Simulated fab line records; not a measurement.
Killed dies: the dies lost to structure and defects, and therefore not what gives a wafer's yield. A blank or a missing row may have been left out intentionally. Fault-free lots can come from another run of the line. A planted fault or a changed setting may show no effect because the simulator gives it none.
Matching of chambers / flow nand_harc / NHARC_P_ZERO_WELL_ETCH_63 on rie_si-03: 4 sister chambers
The step etches the open film in HBr/Cl2, target depth 120 nm, time 40.1 s. 8 wafers are shown with their chamber, then 9 later ones without.

## WAFERS PAIRED WITH THEIR CHAMBERS
wafer=L076.3; chamber=2; drypump_motor_current_A (A)=5.7; oes_product_au (a.u.)=0.993
wafer=L085.1; chamber=1; drypump_motor_current_A (A)=6.0; oes_product_au (a.u.)=1.000
wafer=L085.2; chamber=2; drypump_motor_current_A (A)=5.7; oes_product_au (a.u.)=0.995
wafer=L089.3; chamber=3; drypump_motor_current_A (A)=5.6; oes_product_au (a.u.)=0.996
wafer=L089.6; chamber=1; drypump_motor_current_A (A)=5.9; oes_product_au (a.u.)=1.001
wafer=L090.1; chamber=3; drypump_motor_current_A (A)=5.6; oes_product_au (a.u.)=0.991
wafer=L090.3; chamber=0; drypump_motor_current_A (A)=5.8; oes_product_au (a.u.)=0.995
wafer=L090.5; chamber=0; drypump_motor_current_A (A)=5.8; oes_product_au (a.u.)=0.988

## WAFERS WHOSE CHAMBER IS MISSING
wafer=L091.1; drypump_motor_current_A (A)=5.7; oes_product_au (a.u.)=0.986
wafer=L091.3; drypump_motor_current_A (A)=5.7; oes_product_au (a.u.)=0.983
wafer=L091.6; drypump_motor_current_A (A)=5.9; oes_product_au (a.u.)=1.011
wafer=L095.1; drypump_motor_current_A (A)=5.8; oes_product_au (a.u.)=1.004
wafer=L095.4; drypump_motor_current_A (A)=5.7; oes_product_au (a.u.)=0.996
wafer=L095.5; drypump_motor_current_A (A)=5.9; oes_product_au (a.u.)=1.002
wafer=L096.2; drypump_motor_current_A (A)=5.8; oes_product_au (a.u.)=0.992
wafer=L096.3; drypump_motor_current_A (A)=5.6; oes_product_au (a.u.)=1.005
wafer=L096.5; drypump_motor_current_A (A)=5.8; oes_product_au (a.u.)=0.997

## EACH ONE'S CHAMBER
wafer=L091.1; from the rows above=can't be placed: 2 or 0 or 3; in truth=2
wafer=L091.3; from the rows above=can't be placed: 2 or 0 or 3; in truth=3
wafer=L091.6; from the rows above=1; in truth=1
wafer=L095.1; from the rows above=can't be placed: 0 or 2 or 1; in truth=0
wafer=L095.4; from the rows above=2; in truth=2
wafer=L095.5; from the rows above=1; in truth=1
wafer=L096.2; from the rows above=0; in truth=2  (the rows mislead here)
wafer=L096.3; from the rows above=can't be placed: 3 or 2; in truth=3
wafer=L096.5; from the rows above=can't be placed: 0 or 2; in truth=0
Placed correctly: 3 of 9. Can't be placed from these rows: 5 (the true chamber is among the candidates in 5). Placed wrongly: 1.
How it was worked out, from the rows above alone: a wafer's distance from a chamber is the root of the sum, over the readings, of the square of ((its reading less the chamber's mean) divided by the reading's scatter). The wafer belongs to the nearest chamber; if the next one is less than 2 further off, it can't be placed. For every chamber, the mean is computed from those of its wafers that are shown. The scatter: the root of (the sum of the squares of (reading less its chamber's mean) over the shown wafers, divided by (wafers less chambers)).
